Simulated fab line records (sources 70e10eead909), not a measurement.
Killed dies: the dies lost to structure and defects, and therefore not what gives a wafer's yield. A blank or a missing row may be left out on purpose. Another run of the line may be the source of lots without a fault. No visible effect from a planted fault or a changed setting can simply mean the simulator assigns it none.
What tool caused it? / flow nand-harc / 13 lots (39 wafers sampled), 1 step of a 1302-step route

## WHAT THE GAUGES READ, wafer by wafer
NHARC_P_ZERO_WELL_CD_MEAS_37: the cd target is 720 nm.
lot=L310; measured=day 2 02:35; on=cd-sem-01; cd-nm (nm)=721.0 720.9 721.8
lot=L311; measured=day 2 10:25; on=cd-sem-01; cd-nm (nm)=720.6 718.6 720.6
lot=L312; measured=day 2 20:09; on=cd-sem-03; cd-nm (nm)=721.3 718.5 720.6
lot=L313; measured=day 3 06:31; on=cd-sem-02; cd-nm (nm)=718.5 721.5 719.1
lot=L314; measured=day 3 16:13; on=cd-sem-02; cd-nm (nm)=719.1 721.4 723.8
lot=L315; measured=day 4 02:07; on=cd-sem-03; cd-nm (nm)=719.6 718.2 720.6
lot=L318; measured=day 5 08:12; on=cd-sem-01; cd-nm (nm)=721.7 718.7 719.5
lot=L319; measured=day 5 18:06; on=cd-sem-02; cd-nm (nm)=718.6 720.4 722.6
lot=L320; measured=day 6 04:07; on=cd-sem-02; cd-nm (nm)=717.8 718.9 716.7
lot=L321; measured=day 6 14:23; on=cd-sem-01; cd-nm (nm)=718.9 720.7 717.3
lot=L322; measured=day 7 02:09; on=cd-sem-02; cd-nm (nm)=720.2 715.5 715.5
lot=L324; measured=day 7 20:18; on=cd-sem-01; cd-nm (nm)=716.9 718.5 716.4
lot=L333; measured=day 11 14:07; on=cd-sem-03; cd-nm (nm)=721.5 723.5 722.5

## TOOL THAT RAN EACH LOT (tool first, then ch and the chambers of the sampled wafers, then the start)
The record shows no process step preceding these readings.

## WHAT THE TOOLS THEMSELVES READ (means of the sampled wafers that have a number; where no wafer has one, the mark that the record gives instead)
The record holds no such reading with a usual standard deviation.

## THE ANSWER, worked out from the rows above alone
Rule: the lots themselves supply what counts as usual. The widest of any qualifying gaps counts: lots, ordered by their means at a reading, are off when they make up no more than a third of the lots, leave a main group of 4 or more, and stand apart from it by 3 or more times the standard deviation of that group's means. Not used: any main group whose means are identical at the precision the tables above print for the reading. Also off: a lot with no number at a reading for which 4 or more lots have one. Where the step has rows for the other lots, those lots are counted as sound. First the gauges in route order, then the tools' own readings, where a lot's mean is used as printed above. At the first step where some lot is off, the reading lying furthest off is the one used; lots without a number count as furthest.
Nothing can be told from this: no lot is off at any reading shown.

## WHAT THE SIMULATOR PUT IN
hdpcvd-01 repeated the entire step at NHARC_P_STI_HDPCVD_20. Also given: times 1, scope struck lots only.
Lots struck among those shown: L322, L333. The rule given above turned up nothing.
